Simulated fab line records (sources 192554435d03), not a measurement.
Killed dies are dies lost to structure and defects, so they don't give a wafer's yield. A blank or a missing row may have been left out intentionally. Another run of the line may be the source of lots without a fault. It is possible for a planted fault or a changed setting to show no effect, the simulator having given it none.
Struck lot and sound lot, side by side | flow n5_finfet | 36 steps out of a route of 1938
Sound: wafers L127.1, L127.3, L127.6. Struck: wafers L140.2, L140.5 (left out: L140.4, a lot-mate that was not struck); the cause follows at the end.
Per side, at each step with rows, come the tool, then ch with its chambers, and then its first start. Under that, the readings that differ: sound wafers | struck wafers | difference of the means | sigmas: that difference in standard deviations of wafers without a fault.
alike: readings with means less than 2 such deviations apart, plus words and numbers identical on both sides. not compared: withheld readings, readings lacking a value on some wafer, bounds such as >300 that could conceal the same value, and numbers that have no deviation in the record and whose values overlap.
A row with sigmas, a row that says differs or no value, or rows on one side alone: a step with any of these is where the two part. Numbers that have no deviation but don't overlap get no sigmas and don't part them. Lack of a reading on every wafer of one side parts them only where that side has two or more wafers.

first, 1 step without rows for these wafers: N5_DUMMY_REMOVAL_HM_STRIP_01 (strips SiNx in CH3F/O2, stops on poly-Si, target depth 4 nm, time 6.8 s).
N5_DUMMY_REMOVAL_STRIP_10: strips in N2/H2, time 40 s.
  sound on rie_diel-05 ch 0,2,3, day 4 19:05; struck on rie_diel-06 ch 0,3, day 7 23:29
  alike: bias_power_w, drypump_motor_current_A, oes_product_au, rf_vpp_V, showerhead_plenum_p_Torr, throttle_valve_pct
  not compared: rf_hours_counter_h
then, 2 steps without rows for these wafers: N5_DUMMY_REMOVAL_PRECLEAN_07 (cleans in dHF, time 30 s); N5_DUMMY_REMOVAL_DUMMY_REMOVE_02 (chemistry TMAH, target poly-Si, stops on SiO2, target depth 142 nm, time 57 s, rinse time 30 s).
N5_DUMMY_REMOVAL_INSPECT_06: inspects for defects (brightfield).
  sound: defect_inspect-02 at day 4 19:14; struck: defect_inspect-01 at day 7 23:39
  alike: raw_defect_count
then, 5 steps without rows for these wafers: N5_DUMMY_REMOVAL_PRECLEAN_08 (cleans in NF3:NH3, afs cycles 2, time 20 s, sublimation time 60 s); N5_DUMMY_REMOVAL_PRECLEAN_04 (cleans in DHF, time 37 s); N5_DUMMY_REMOVAL_SRD_05 (time 30 s); N5_HKMG_FIN_IL_REGROW_00 (material SiO2, chemistry O3, target thk 0.75 nm, time 30 s); N5_HKMG_FIN_HK_ALD_01 (deposits HfO2, target thk 1.6 nm, pulse time 3 s, purge time 3 s).
N5_HKMG_FIN_HK_ANNEAL_02: time 30 s.
  sound on rtp_anneal-01 ch 0, day 4 19:49; struck on rtp_anneal-01 ch 0, day 8 00:26
  alike: lamp_power_pct, lamp_zone_1_pct, wafer_temp_C_max
N5_HKMG_FIN_ALD_74: deposits La2O3, target thk 0.5 nm, pulse time 6 s, co reactant pulse time 1 s.
  sound on ald_hk-02 ch 0,3, day 4 20:02; struck on ald_hk-02 ch 3, day 8 00:37
  alike: heater_power_w, precursor_pulse_height_rel
N5_HKMG_FIN_ALD_75: deposits Al2O3, target thk 1 nm, co reactant pulse time 1 s.
  sound on ald_hk-02 ch 0,3, day 4 20:07; struck on ald_hk-02 ch 3, day 8 00:41
  reading                                    | sound | struck  | difference | sigmas
  model.Al2O3_of_HKMG_FIN_ALD_75.thk_nm (nm) | 1 1 1 | 1.4 1.4 | +0.4       |
  alike: heater_power_w, precursor_pulse_height_rel
then, 8 steps without rows for these wafers: N5_HKMG_FIN_COAT_41 (time 60 s, resist thk 300 nm); N5_HKMG_FIN_COAT_42 (time 60 s, resist thk 35 nm); N5_HKMG_FIN_COAT_43 (resist thk 90 nm); N5_HKMG_FIN_EBR_45; N5_HKMG_FIN_SOFTBAKE_44 (time 60 s); N5_HKMG_FIN_EXPOSE_46 (exposes mask NDIPOLE); N5_HKMG_FIN_PEB_47 (peb time 60 s); N5_HKMG_FIN_DEVELOP_48 (develop time 30 s).
N5_HKMG_FIN_CD_MEAS_49 targets a cd of 202 nm.
  sound on cd_sem-01 ch 0, day 4 20:34; struck on cd_sem-02 ch 0, day 8 01:10
  alike: cd_nm
N5_HKMG_FIN_OVL_MEAS_50:
  sound on overlay-02 ch 0, day 4 20:36; struck on overlay-02 ch 0, day 8 01:11
  reading          | sound          | struck  | difference | sigmas
  NDIPOLE_OVL (nm) | -0.5 -2.1 -1.6 | 0.7 0.1 | +1.8       | +2
N5_HKMG_FIN_INSPECT_61: inspects for defects (macro).
  sound: defect_inspect-01 at day 4 20:37; struck: defect_inspect-01 at day 8 01:13
  alike: raw_defect_count
N5_HKMG_FIN_DESCUM_53: chemistry O2, time 7.9 s.
  sound on rie_diel-03 ch 1,3, day 4 20:40; struck on rie_diel-02 ch 0,3, day 8 02:23
  alike: bias_power_w, drypump_motor_current_A, oes_product_au, rf_vpp_V, showerhead_plenum_p_Torr, throttle_valve_pct
  not compared: rf_hours_counter_h
then, 7 steps without rows for these wafers: N5_HKMG_FIN_ETCH_54 (etches SiARC in CF4, target depth 45.5 nm, time 75.8 s); N5_HKMG_FIN_ETCH_55 (etches SOC in N2/H2, target depth 240 nm, time 300 s); N5_HKMG_FIN_STRIP_56 (strips in N2/H2); N5_HKMG_FIN_STRIP_57 (strips in CF4); N5_HKMG_FIN_ETCH_58 (etches SOC in N2/H2, target depth 215.8 nm, time 741 s); N5_HKMG_FIN_STRIP_93 (strips SOC in N2/H2, time 20 s); N5_HKMG_FIN_WET_ETCH_76 (etches Al2O3 in dNH4OH, stops on La2O3, target depth 2.25 nm, rinse time 30 s).
N5_HKMG_FIN_STRIP_60: strips in N2/H2, time 360 s.
  sound on plasma_asher-02 ch 0,1, day 4 21:32; struck on plasma_asher-01 ch 0,1, day 8 03:17
  alike: drypump_motor_current_A, heater_power_w
  not compared: rf_hours_counter_h
N5_HKMG_FIN_WET_ETCH_77: etches La2O3 in dHCl, stops on HfO2, target depth 2 nm.
  sound on wet_bench-06 ch 0,1,4, day 4 21:55; struck on wet_bench-03 ch 0,6, day 8 03:41
  reading                                    | sound | struck  | difference | sigmas
  model.Al2O3_of_HKMG_FIN_ALD_75.thk_nm (nm) | 1 1 1 | 1.4 1.4 | +0.4       |
then, 1 step without rows for these wafers: N5_HKMG_FIN_WET_ETCH_78 (etches Al2O3 in dNH4OH, stops on La2O3, target depth 4.5 nm, rinse time 30 s).
N5_PASSIVATION_PROBE_49:
  the record holds rows for the sound wafers here (prober-02, day 11 20:46) but none for the struck ones

## WHERE THEY PART
First at N5_HKMG_FIN_OVL_MEAS_50; last, within this record, at N5_PASSIVATION_PROBE_49.

WHY: whatever the simulator had introduced
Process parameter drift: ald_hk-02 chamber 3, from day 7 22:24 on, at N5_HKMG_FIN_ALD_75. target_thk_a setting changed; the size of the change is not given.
